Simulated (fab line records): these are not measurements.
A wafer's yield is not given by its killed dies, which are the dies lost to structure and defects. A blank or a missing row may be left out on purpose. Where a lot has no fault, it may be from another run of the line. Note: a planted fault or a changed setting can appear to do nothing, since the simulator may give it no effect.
Chamber matching || flow n5_finfet || 3 sister chambers for N5_ZERO_LAYER_PECVD_02 on pecvd-01
The step deposits SiO2 from SiH4/N2O, target thk 10 nm, time 6 s. 3 wafers are shown with their chamber, then 7 later ones without.

## WAFERS WITH THEIR CHAMBER
{"wafer": "L945.5", "chamber": 1, "showerhead_plenum_p_Torr (Torr)": 8.37}
{"wafer": "L947.2", "chamber": 0, "showerhead_plenum_p_Torr (Torr)": 8.25}
{"wafer": "L947.3", "chamber": 2, "showerhead_plenum_p_Torr (Torr)": 8.31}

## WAFERS WITH NO CHAMBER GIVEN
{"wafer": "L947.5", "showerhead_plenum_p_Torr (Torr)": 8.23}
{"wafer": "L950.2", "showerhead_plenum_p_Torr (Torr)": 8.37}
{"wafer": "L950.3", "showerhead_plenum_p_Torr (Torr)": 8.26}
{"wafer": "L950.4", "showerhead_plenum_p_Torr (Torr)": 8.36}
{"wafer": "L951.2", "showerhead_plenum_p_Torr (Torr)": 8.29}
{"wafer": "L951.3", "showerhead_plenum_p_Torr (Torr)": 8.38}
{"wafer": "L951.4", "showerhead_plenum_p_Torr (Torr)": 8.38}

## WHICH CHAMBER EACH WENT THROUGH
{"wafer": "L947.5", "from the rows above": 0, "in truth": 0}
{"wafer": "L950.2", "from the rows above": 1, "in truth": 1}
{"wafer": "L950.3", "from the rows above": 0, "in truth": 0}
{"wafer": "L950.4", "from the rows above": 1, "in truth": 1}
{"wafer": "L951.2", "from the rows above": "can't be placed: 2 or 0", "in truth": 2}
{"wafer": "L951.3", "from the rows above": 1, "in truth": 1}
{"wafer": "L951.4", "from the rows above": 1, "in truth": 1}
6 of 7 placed correctly. From these rows, 1 cannot be placed; in 1 the true chamber is one of the candidates. 0 placed wrongly.
How it was worked out, from the rows above alone: a wafer's distance from a chamber is the root of the sum, over the readings, of the square of ((its reading less the chamber's mean) divided by the reading's scatter). If the next closest chamber is less than 2 further off than the closest, the wafer can't be placed; otherwise it belongs to the closest. A chamber's mean is the mean of its shown wafers. The scatter: root of mean squared gap, hidden wafer to nearest shown wafer, with one shown wafer a chamber.
